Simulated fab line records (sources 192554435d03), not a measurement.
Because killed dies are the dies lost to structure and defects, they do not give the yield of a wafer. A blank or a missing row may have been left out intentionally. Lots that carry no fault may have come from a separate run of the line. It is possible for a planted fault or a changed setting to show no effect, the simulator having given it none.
Split-lot trial	flow n5_finfet	39 wafers read across 7 lots, on a route 1938 steps long

THE SPLIT ITSELF
At N5_BEOL_M14_DESCUM_33 (chemistry O2, time 7.9 s), the setting time_s was moved away from the recipe's 7.9 s on 15 of the 39 wafers read, by -51.6% to -29.0%. For the rest of the wafers, this setting stayed at what the recipe calls for.

The split's own step is where the reading is taken.

THE READING
coat_of_BEOL_M14_COAT_22.thk_nm (the simulator's own value, which no gauge read), in nm, at N5_BEOL_M14_DESCUM_33 (chemistry O2, time 7.9 s). The file does not state a usual value for it. Across the 24 wafers here that went through the recipe, the average is 282.4 nm and the standard deviation 0.87 nm.

wafer	tool, chamber at the split	time_s as run, s	against the recipe	coat_of_BEOL_M14_COAT_22.thk_nm, nm	against lot-mates on the recipe
L079.1	rie_diel-02, 3,1	7.9	recipe	284	-
L079.5	rie_diel-02, 3,1	7.9	recipe	284	-
L079.2	rie_diel-02, 0	3.973	-49.7%	285.2	+1.5
L079.3	rie_diel-02, 1	3.973	-49.7%	286	+2.3
L079.4	rie_diel-02, 2	7.9	recipe	283	-
L079.6	rie_diel-02, 2	3.973	-49.7%	285.8	+2.1
L083.1	rie_diel-02, 3	7.9	recipe	282.2	-
L083.5	rie_diel-02, 2,1	7.9	recipe	281.2	-
L083.6	rie_diel-02, 2,1	7.9	recipe	281.2	-
L084.1	rie_diel-04, 0	4.075	-48.4%	284.4	+1.7
L084.2	rie_diel-04, 2,3	7.9	recipe	282.8	-
L084.3	rie_diel-04, 2,3	7.9	recipe	282.8	-
L084.4	rie_diel-04, 0	7.9	recipe	282.6	-
L084.5	rie_diel-04, 2	4.075	-48.4%	284.2	+1.5
L084.6	rie_diel-04, 3	4.075	-48.4%	284.6	+1.9
L087.1	rie_diel-01, 1,3	3.823	-51.6%	284	+2.1
L087.4	rie_diel-01, 1,3	3.823	-51.6%	284	+2.1
L087.2	rie_diel-01, 0,2	7.9	recipe	282	-
L087.3	rie_diel-01, 0,2	7.9	recipe	282	-
L087.5	rie_diel-01, 3	7.9	recipe	281.8	-
L087.6	rie_diel-01, 0	3.823	-51.6%	283.8	+1.9
L090.1	rie_diel-04, 1	5.609	-29.0%	284.6	+1.3
L090.2	rie_diel-04, 0	7.9	recipe	283.2	-
L090.3	rie_diel-04, 2	5.609	-29.0%	284.4	+1.1
L090.4	rie_diel-04, 0	5.609	-29.0%	283.6	+0.3
L090.5	rie_diel-04, 2	7.9	recipe	283.6	-
L090.6	rie_diel-04, 1	7.9	recipe	283	-
L092.1	rie_diel-04, 3	4.775	-39.6%	284	+1.5
L092.2	rie_diel-04, 0,2	7.9	recipe	282.2	-
L092.3	rie_diel-04, 0,2	7.9	recipe	282.2	-
L092.4	rie_diel-04, 1	4.775	-39.6%	283	+0.5
L092.5	rie_diel-04, 2	7.9	recipe	283	-
L092.6	rie_diel-04, 1	4.775	-39.6%	283.6	+1.1
L097.1	rie_diel-01, 1	7.9	recipe	282.2	-
L097.2	rie_diel-01, 2,2,3	7.9	recipe	282	-
L097.5	rie_diel-01, 2,2,3	7.9	recipe	282	-
L097.6	rie_diel-01, 2,2,3	7.9	recipe	282	-
L097.3	rie_diel-01, 3	7.9	recipe	281	-
L097.4	rie_diel-01, 1	7.9	recipe	280.6	-
When a row names more than one chamber, that row covers several wafers, and the file does not tell which wafer ran in which chamber.

THE FIT
A straight line over all 39 wafers: coat_of_BEOL_M14_COAT_22.thk_nm changes by -0.0446 nm for each +1% of time_s; r = -0.76; the points scatter about the line by 0.85 nm.
The same after taking each lot's own level away (the mean of its wafers on the recipe; 39 wafers): -0.036 nm for each +1%; r = -0.89; scatter 0.41 nm.
According to that fit, moving time_s by its largest amount changes the reading by 1.9 nm.
From 281.53 to 283.67 nm: that is the span of the lots' own levels, equal to 2.5 times the standard deviation above.
So the lot-to-lot level blurs the effect unless lot-mates are compared.
Check: +1.82 nm against its lot-mates is what the line predicts for one of the wafers moved furthest among these (-51.6%) when that wafer is left out of the fit. Against them it came out at +2.07 nm.

OTHER SPLITS APPLIED TO THESE WAFERS
These wafers also went through other splits before the reading. Each is held against what the fit with the lots' levels taken away leaves over:
other split on the same wafers	wafers away from the commonest value	r with coat_of_BEOL_M14_COAT_22.thk_nm (lot level and that fit taken away)
N5_BEOL_M10_TRENCH_ETCH_37 time_s	12	+0.05
N5_BEOL_M14_ILD_DEP_00 target_thk_a	9	+0.00

FILE'S OWN FIT
coat_of_BEOL_M14_COAT_22.thk_nm changes by -0.0357 nm for each +1% of time_s, r = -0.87.
